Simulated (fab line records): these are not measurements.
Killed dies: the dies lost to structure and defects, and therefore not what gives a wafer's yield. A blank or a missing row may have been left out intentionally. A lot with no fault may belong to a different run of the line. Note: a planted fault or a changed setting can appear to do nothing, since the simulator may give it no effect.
Chamber matching + flow n5Finfet + rieDiel-06 running N5_BEOL_M6_STRIP_67: 4 sister chambers
The step strips in CF4. 4 wafers are shown with their chamber, then 7 later ones without.

WAFERS PAIRED WITH THEIR CHAMBERS
| wafer  | chamber | drypumpMotorCurrentA (A) |
|--------|---------|--------------------------|
| L080.3 | 0       | 6.0                      |
| L080.6 | 2       | 5.0                      |
| L083.1 | 3       | 5.9                      |
| L083.4 | 1       | 5.7                      |

WAFERS WITHOUT THEIR CHAMBER
| wafer  | drypumpMotorCurrentA (A) |
|--------|--------------------------|
| L083.6 | 5.7                      |
| L087.2 | 5.9                      |
| L087.3 | 5.9                      |
| L087.5 | 5.9                      |
| L089.2 | 5.1                      |
| L089.4 | 5.9                      |
| L089.5 | 5.9                      |

EACH ONE'S CHAMBER
| wafer  | from the rows above | in truth                   |
|--------|---------------------|----------------------------|
| L083.6 | 1                   | 1                          |
| L087.2 | 3                   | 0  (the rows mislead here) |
| L087.3 | 3                   | 3                          |
| L087.5 | 3                   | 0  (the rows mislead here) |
| L089.2 | 2                   | 2                          |
| L089.4 | 3                   | 3                          |
| L089.5 | 3                   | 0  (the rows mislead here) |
Placed correctly: 4 of 7. Number that these rows cannot place: 0. Wrongly placed: 3.
How it was worked out, from the rows above alone: a wafer's distance from a chamber is the root of the sum, over the readings, of the square of ((its reading less the chamber's mean) divided by the reading's scatter). The wafer belongs to the nearest chamber; if the next one is less than 2 further off, it can't be placed. The mean given for a chamber averages the wafers shown for that chamber. The scatter: root of mean squared gap, hidden wafer to nearest shown wafer, with one shown wafer a chamber.
